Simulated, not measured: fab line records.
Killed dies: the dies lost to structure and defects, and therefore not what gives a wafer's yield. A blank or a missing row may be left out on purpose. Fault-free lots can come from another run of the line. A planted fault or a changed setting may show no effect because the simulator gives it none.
Which tool did it? || flow nandHarc || at 1 step of a route of 1159, 14 lots with 42 wafers sampled

== WHAT EACH GAUGE READ, for each wafer ==
NHARC_A_SLIT_CD_MEAS_21.
{"lot": "L587", "measured": "day 15 08:23", "on": "cdSem-01", "cdNm (nm)": "289.2 289.2 289.3"}
{"lot": "L589", "measured": "day 15 13:29", "on": "cdSem-01", "cdNm (nm)": "290.2 291.1 290.6"}
{"lot": "L590", "measured": "day 15 21:10", "on": "cdSem-02", "cdNm (nm)": "289.8 290.3 289.9"}
{"lot": "L593", "measured": "day 16 20:31", "on": "cdSem-01", "cdNm (nm)": "289.5 289.5 289.6"}
{"lot": "L594", "measured": "day 18 04:01", "on": "cdSem-03", "cdNm (nm)": "290.5 290.0 290.3"}
{"lot": "L597", "measured": "day 18 05:43", "on": "cdSem-03", "cdNm (nm)": "288.5 288.1 288.3"}
{"lot": "L595", "measured": "day 18 07:20", "on": "cdSem-03", "cdNm (nm)": "289.5 289.4 289.1"}
{"lot": "L601", "measured": "day 18 11:20", "on": "cdSem-02", "cdNm (nm)": "289.3 289.3 289.6"}
{"lot": "L602", "measured": "day 18 12:28", "on": "cdSem-03", "cdNm (nm)": "290.6 291.3 290.3"}
{"lot": "L603", "measured": "day 18 13:26", "on": "cdSem-02", "cdNm (nm)": "290.5 290.4 289.7"}
{"lot": "L604", "measured": "day 19 02:45", "on": "cdSem-02", "cdNm (nm)": "290.9 289.7 289.6"}
{"lot": "L605", "measured": "day 19 19:16", "on": "cdSem-01", "cdNm (nm)": "289.2 289.1 289.3"}
{"lot": "L606", "measured": "day 19 19:40", "on": "cdSem-03", "cdNm (nm)": "290.3 290.2 289.6"}
{"lot": "L607", "measured": "day 19 20:57", "on": "cdSem-01", "cdNm (nm)": "290.0 289.8 289.7"}

== EACH LOT AND THE TOOL THAT RAN IT (in order: tool; ch and the chambers of the sampled wafers; start) ==
The record holds no process step before these readings.

== WHAT THE TOOLS THEMSELVES READ (means of the sampled wafers that have a number; where no wafer has one, the mark that the record gives instead) ==
The record holds no such reading with a usual standard deviation.

== THE ANSWER, worked out from the rows above alone ==
Rule: the lots themselves supply what counts as usual. The widest of any qualifying gaps counts: lots, ordered by their means at a reading, are off when they make up no more than a third of the lots, leave a main group of 4 or more, and stand apart from it by 3 or more times the standard deviation of that group's means. Not used: any main group whose means are identical at the precision the tables above print for the reading. A lot without any number at a reading at which 4 lots or more have one is off too. The other lots that the step has rows for count as sound. The gauges are gone through in route order, then the tools' own readings, and for those a lot's mean is taken as printed above. At the first step where some lot is off, the reading lying furthest off is the one used; lots without a number count as furthest.
Across all readings shown, no lot is off: no conclusion can be drawn from this.

== WHAT THE SIMULATOR HAD PUT IN ==
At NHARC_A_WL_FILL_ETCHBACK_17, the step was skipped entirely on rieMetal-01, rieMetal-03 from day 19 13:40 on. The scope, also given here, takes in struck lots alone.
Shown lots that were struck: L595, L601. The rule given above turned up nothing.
